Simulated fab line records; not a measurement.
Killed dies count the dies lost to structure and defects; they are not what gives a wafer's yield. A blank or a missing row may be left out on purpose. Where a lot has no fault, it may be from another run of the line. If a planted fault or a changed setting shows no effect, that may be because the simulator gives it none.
What tool caused it? / flow nand-harc / 13 lots with 38 wafers sampled at 4 steps, on a route of 1302 steps

WHAT THE GAUGES READ, wafer by wafer
NHARC_A_ZERO_WELL_CD_MEAS_10: the cd target is 2000 nm.
lot=L852; measured=day 6 19:23; on=cd-sem-02; cd-nm (nm)=1999.6 1999.2 1997.3
lot=L853; measured=day 7 02:50; on=cd-sem-03; cd-nm (nm)=1998.2 2000.6 2001.0
lot=L854; measured=day 7 18:08; on=cd-sem-03; cd-nm (nm)=2001.6 2001.1 2001.8
lot=L859; measured=day 9 14:20; on=cd-sem-03; cd-nm (nm)=1999.4 1994.1
lot=L864; measured=day 11 16:20; on=cd-sem-02; cd-nm (nm)=2003.9 2001.5 2002.1
lot=L866; measured=day 12 18:16; on=cd-sem-01; cd-nm (nm)=2001.6 2002.4 2001.6
lot=L865; measured=day 12 18:50; on=cd-sem-02; cd-nm (nm)=1996.8 1999.5 2001.0
lot=L868; measured=day 13 12:56; on=cd-sem-02; cd-nm (nm)=1999.3 1998.9 1997.4
lot=L869; measured=day 14 04:02; on=cd-sem-02; cd-nm (nm)=1998.1 2000.4 2001.4
lot=L870; measured=day 14 04:42; on=cd-sem-03; cd-nm (nm)=1999.5 1999.3 1999.2
lot=L871; measured=day 14 16:17; on=cd-sem-02; cd-nm (nm)=1999.9 1999.0 2002.0
lot=L872; measured=day 15 04:16; on=cd-sem-01; cd-nm (nm)=1998.8 2001.5 2000.1
lot=L873; measured=day 15 09:31; on=cd-sem-01; cd-nm (nm)=2000.2 2001.9 1997.5

NHARC_A_SOURCE_PLATE_THK_MEAS_09: measures by ellipsometry.
lot=L852; measured=day 7 06:19; on=film-metro-01; thk-nm (nm)=9.1 9.4 9.4
lot=L853; measured=day 7 11:08; on=film-metro-02; thk-nm (nm)=12.4 9.9 9.0
lot=L854; measured=day 8 02:52; on=film-metro-01; thk-nm (nm)=10.7 10.8 11.7
lot=L859; measured=day 9 23:11; on=film-metro-01; thk-nm (nm)=8.3 11.6
lot=L864; measured=day 12 01:12; on=film-metro-01; thk-nm (nm)=7.6 10.3 8.0
lot=L866; measured=day 13 03:01; on=film-metro-02; thk-nm (nm)=10.3 8.5 9.2
lot=L865; measured=day 13 03:01; on=film-metro-01; thk-nm (nm)=9.0 8.5 10.7
lot=L868; measured=day 14 00:33; on=film-metro-02; thk-nm (nm)=9.4 9.6 9.5
lot=L869; measured=day 14 12:22; on=film-metro-01; thk-nm (nm)=10.3 9.3 10.0
lot=L870; measured=day 14 12:22; on=film-metro-02; thk-nm (nm)=10.4 11.4 10.2
lot=L871; measured=day 15 02:04; on=film-metro-02; thk-nm (nm)=10.6 10.2 7.1
lot=L872; measured=day 15 12:31; on=film-metro-01; thk-nm (nm)=10.1 7.9 12.1
lot=L873; measured=day 15 17:49; on=film-metro-02; thk-nm (nm)=9.5 9.6 10.7

NHARC_A_ONON_D1_THK_MEAS_30: measures by ellipsometry.
lot=L852; measured=day 8 10:41; on=film-metro-01; thk-nm (nm)=1009 1009 1009
lot=L853; measured=day 8 10:41; on=film-metro-02; thk-nm (nm)=1000 1003 1002
lot=L854; measured=day 9 05:40; on=film-metro-01; thk-nm (nm)=1015 1016 1015
lot=L859; measured=day 11 02:07; on=film-metro-02; thk-nm (nm)=998 701
lot=L864; measured=day 13 02:37; on=film-metro-01; thk-nm (nm)=1010 1010 1011
lot=L866; measured=day 14 07:15; on=film-metro-01; thk-nm (nm)=1002 1002 1001
lot=L865; measured=day 14 07:28; on=film-metro-01; thk-nm (nm)=1004 1001 1005
lot=L868; measured=day 15 06:23; on=film-metro-02; thk-nm (nm)=1006 1008 1007
lot=L869; measured=day 15 16:33; on=film-metro-01; thk-nm (nm)=1015 1012 1013
lot=L870; measured=day 15 16:34; on=film-metro-02; thk-nm (nm)=1010 1011 1010
lot=L871; measured=day 16 04:05; on=film-metro-02; thk-nm (nm)=984 983 985
lot=L872; measured=day 16 14:10; on=film-metro-01; thk-nm (nm)=995 995 995
lot=L873; measured=day 16 22:20; on=film-metro-01; thk-nm (nm)=1017 1015 1018

WHAT TOOL EACH LOT RAN ON (gives the tool, then ch and the chambers of the sampled wafers, and finally the start)
lot=L852; NHARC_A_ONON_D1_DEP_28=pecvd-onon-01 ch 0, day 8 10:11
lot=L853; NHARC_A_ONON_D1_DEP_28=pecvd-onon-03 ch 0, day 8 10:14
lot=L854; NHARC_A_ONON_D1_DEP_28=pecvd-onon-01 ch 0, day 9 05:11
lot=L859; NHARC_A_ONON_D1_DEP_28=pecvd-onon-01 ch 0, day 11 01:40
lot=L864; NHARC_A_ONON_D1_DEP_28=pecvd-onon-04 ch 0, day 13 02:13
lot=L866; NHARC_A_ONON_D1_DEP_28=pecvd-onon-03 ch 0, day 14 06:44
lot=L865; NHARC_A_ONON_D1_DEP_28=pecvd-onon-01 ch 0, day 14 07:01
lot=L868; NHARC_A_ONON_D1_DEP_28=pecvd-onon-04 ch 0, day 15 05:56
lot=L869; NHARC_A_ONON_D1_DEP_28=pecvd-onon-01 ch 0, day 15 16:06
lot=L870; NHARC_A_ONON_D1_DEP_28=pecvd-onon-03 ch 0, day 15 16:04
lot=L871; NHARC_A_ONON_D1_DEP_28=pecvd-onon-04 ch 0, day 16 03:34
lot=L872; NHARC_A_ONON_D1_DEP_28=pecvd-onon-03 ch 0, day 16 13:38
lot=L873; NHARC_A_ONON_D1_DEP_28=pecvd-onon-04 ch 0, day 16 21:56
- NHARC_A_ONON_D1_DEP_28: target thk 1000 nm.

WHAT THE TOOLS THEMSELVES READ (means of the sampled wafers that have a number; where no wafer has one, the mark that the record gives instead)
The record holds no such reading with a usual standard deviation.

THE ANSWER, worked out from the rows above alone
Rule: the lots themselves supply what counts as usual. The widest of any qualifying gaps counts: lots, ordered by their means at a reading, are off when they make up no more than a third of the lots, leave a main group of 4 or more, and stand apart from it by 3 or more times the standard deviation of that group's means. If all means in a main group match to the digits the tables above print for the reading, that group is not used. A lot without any number at a reading at which 4 lots or more have one is off too. Where the step has rows for the other lots, those lots are counted as sound. Order of review: gauges by route order, followed by the tools' own readings, for which a lot's mean as printed above is used. At the first step where some lot is off, the reading lying furthest off is the one used; lots without a number count as furthest.
Off: L859, at NHARC_A_ONON_D1_THK_MEAS_30 (thk-nm). The main group: mean 1006 nm, standard deviation 8.9.
A tool fits if, at a process step before that reading, it ran every lot that is off, and no sound lot after the first of them. The gauges at NHARC_A_ONON_D1_THK_MEAS_30 are tried like those tools. Not one of the candidates tried fits.

WHAT HAD BEEN PUT IN BY THE SIMULATOR
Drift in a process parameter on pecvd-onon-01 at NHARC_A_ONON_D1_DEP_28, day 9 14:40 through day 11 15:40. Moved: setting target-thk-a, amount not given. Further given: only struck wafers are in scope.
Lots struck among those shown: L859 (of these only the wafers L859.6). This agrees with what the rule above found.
